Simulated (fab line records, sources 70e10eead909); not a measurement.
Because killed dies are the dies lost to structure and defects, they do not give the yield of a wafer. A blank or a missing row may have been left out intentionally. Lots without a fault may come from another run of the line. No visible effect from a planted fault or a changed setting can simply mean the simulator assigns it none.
A struck lot beside a sound one	flow nand-harc	28 out of 1302 route steps
Sound: wafers L221.1, L221.2, L221.4. Struck: wafers L239.1, L239.3. (L239.5 of the same lot was not struck and is left out.) The cause comes at the end.
For every step that has rows: the tool of each side, followed by ch and its chambers, followed by its first start. Under that, the readings that differ: sound wafers	struck wafers	difference of the means	sigmas: that difference in standard deviations of wafers without a fault.
alike: readings whose means differ by less than 2 such deviations, and words and numbers that are the same on both sides. not compared: withheld readings, readings that some wafer has no value for, bounds like >300 that may hide the same value, and numbers for which the record gives no deviation and whose values overlap.
Wherever a step has rows on one side only, a row that says differs or no value, or a row with sigmas, the two part there. When numbers do not overlap yet have no deviation, they are printed without sigmas and do not part them. A reading missing from all wafers of one side parts the sides only when that side holds two or more wafers.

NHARC_A_CHANNEL_HOLE_D1_CD_MEAS_10: the cd target is 100 nm.
  sound on cd-sem-03 ch 0, day 10 13:27; struck on cd-sem-01 ch 0, day 18 08:31
  alike: cd-nm
NHARC_A_CHANNEL_HOLE_D1_OVL_MEAS_11:
  sound on overlay-02 at day 10 13:32; struck on overlay-02 at day 18 08:36
  alike: overlay-x-nm, overlay-y-nm
NHARC_A_CHANNEL_HOLE_D1_INSPECT_12:
  sound on defect-inspect-02 at day 10 13:34; struck on defect-inspect-01 at day 18 08:38
  alike: raw-defect-count
then, 3 steps without rows for these wafers: NHARC_A_CHANNEL_HOLE_D1_DESCUM_15 (chemistry O2, time 3 s); NHARC_A_CHANNEL_HOLE_D1_ETCH_38 (etches the open film in CF4, target depth 39 nm, time 65 s); NHARC_A_CHANNEL_HOLE_D1_ETCH_39 (etches the open film in N2/H2, target depth 260 nm, time 325 s).
NHARC_A_CHANNEL_HOLE_D1_ETCH_34: etches the open film in CF4/CHF3, target depth 154 nm, time 77 s.
  sound: rie-diel-10 ch 0,1,3; struck: rie-diel-10 ch 0,3
  alike: drypump-motor-current-A, oes-product-au, rf-vpp-V, showerhead-plenum-p-Torr, throttle-valve-pct
  not compared: rf-hours-counter-h
NHARC_A_CHANNEL_HOLE_D1_ETCH_16: etches the open film in O2/COS, target depth 3100 nm, time 806 s.
  sound: rie-diel-10 ch 1,2,3; struck: rie-diel-10 ch 0,2
reading	sound	struck	difference	sigmas
rf-hours-counter-h (h)	13 13 11	15 15	+3	
  alike: cos-flow-sccm, drypump-motor-current-A, oes-product-au, rf-vpp-V, showerhead-plenum-p-Torr, throttle-valve-pct
NHARC_A_CHANNEL_HOLE_D1_CD_MEAS_18:
  sound on cd-sem-03 at day 10 14:44; struck on cd-sem-01 at day 18 09:55
  alike: cd-nm
NHARC_A_CHANNEL_HOLE_D1_ETCH_19: etches the open film in C4F8/O2/Ar, time 34.5 s.
  sound on har-etch-01 ch 0,1, day 10 17:41; struck on har-etch-02 ch 1, day 18 09:59
reading	sound	struck	difference	sigmas
showerhead-plenum-p-Torr (Torr)	3.65 3.77 3.77	3.98 3.98	+0.25	+2
  alike: drypump-motor-current-A, throttle-valve-pct
  not compared: rf-hours-counter-h
then, 2 steps without rows for these wafers: NHARC_A_CHANNEL_HOLE_D1_ETCH_20 (etches the open film in C4F8/O2/Ar, time 361.9 s, target depth 1600 nm); NHARC_A_CHANNEL_HOLE_D1_ETCH_21 (etches the open film in C4F8/O2/Ar, time 514.3 s, target depth 1600 nm).
NHARC_A_CHANNEL_HOLE_D1_ETCH_22: etches the open film in C4F8/O2/Ar, time 666.7 s, target depth 1600 nm.
  sound on har-etch-01 ch 0,1, day 10 18:32; struck on har-etch-02 ch 1, day 18 10:52
reading	sound	struck	difference	sigmas
showerhead-plenum-p-Torr (Torr)	3.61 3.72 3.72	3.92 3.92	+0.24	+2
  alike: drypump-motor-current-A, throttle-valve-pct
  not compared: rf-hours-counter-h
then, 4 steps without rows for these wafers: NHARC_A_CHANNEL_HOLE_D1_ETCH_23 (etches the open film in C4F8/O2/Ar, time 819 s, target depth 1600 nm); NHARC_A_CHANNEL_HOLE_D1_ETCH_24 (etches the open film in C4F8/O2/Ar, time 906.2 s, target depth 1500 nm); NHARC_A_CHANNEL_HOLE_D1_ETCH_25 (etches the open film in C4F8/O2/Ar, time 1040.2 s, target depth 1500 nm); NHARC_A_CHANNEL_HOLE_D1_ETCH_26 (etches the open film in C4F8/O2/Ar, time 224.1 s, target depth 300 nm).
NHARC_A_CHANNEL_HOLE_D1_ETCH_33: etches the open film in C4F8/O2/Ar, time 90 s, target depth 400 nm.
  sound on har-etch-01 ch 0,1, day 10 21:40; struck on har-etch-02 ch 1, day 18 13:58
reading	sound	struck	difference	sigmas
showerhead-plenum-p-Torr (Torr)	3.64 3.76 3.76	3.97 3.97	+0.25	+2
  alike: drypump-motor-current-A, throttle-valve-pct
  not compared: rf-hours-counter-h
then, 3 steps without rows for these wafers: NHARC_A_CHANNEL_HOLE_D1_STRIP_41 (strips in N2/H2); NHARC_A_CHANNEL_HOLE_D1_STRIP_42 (strips in CF4/CHF3); NHARC_A_CHANNEL_HOLE_D1_STRIP_43 (strips in O2/COS).
NHARC_A_CHANNEL_HOLE_D1_ETCH_44: etches the open film in CF4/O2, target depth 140 nm, overetch 14 nm, time 77 s.
  sound on rie-diel-10 ch 0,1,3, day 10 22:25; struck on rie-diel-13 ch 2,3, day 18 14:43
reading	sound	struck	difference	sigmas
rf-hours-counter-h (h)	14 13 15	24 19	+8	
throttle-valve-pct (%)	13.398 13.409 13.402	13.387 13.382	-0.019	-2
  alike: drypump-motor-current-A, oes-product-au, rf-vpp-V, showerhead-plenum-p-Torr
then, 3 steps without rows for these wafers: NHARC_A_CHANNEL_HOLE_D1_STRIP_27 (strips in O2); NHARC_A_CHANNEL_HOLE_D1_PRECLEAN_28 (cleans in SC1); NHARC_A_CHANNEL_HOLE_D1_SRD_29.
NHARC_A_CHANNEL_HOLE_D1_CD_MEAS_30:
  sound on cd-sem-03 at day 10 23:13; struck on cd-sem-02 at day 18 15:34
  alike: cd-nm
NHARC_A_CHANNEL_HOLE_D1_XSEM_31:
  sound on xsem-02 ch 0, day 10 23:18; struck on xsem-02 ch 0
reading	sound	struck	difference	sigmas
bow-nm (nm)	8.62 8.63 8.67	- -	no value on the struck wafers	
  alike: bot-cd-nm, tilt-deg
NHARC_A_CHANNEL_HOLE_D1_INSPECT_40:
  sound on defect-inspect-01 at day 10 23:24; struck on defect-inspect-02 at day 18 17:38
  alike: raw-defect-count

## WHERE THEY PART
First at NHARC_A_CHANNEL_HOLE_D1_ETCH_19; last, within this record, at NHARC_A_CHANNEL_HOLE_D1_XSEM_31. Later steps at which nothing parts them and some readings are alike: NHARC_A_CHANNEL_HOLE_D1_INSPECT_40.

WHY: the cause the simulator had injected
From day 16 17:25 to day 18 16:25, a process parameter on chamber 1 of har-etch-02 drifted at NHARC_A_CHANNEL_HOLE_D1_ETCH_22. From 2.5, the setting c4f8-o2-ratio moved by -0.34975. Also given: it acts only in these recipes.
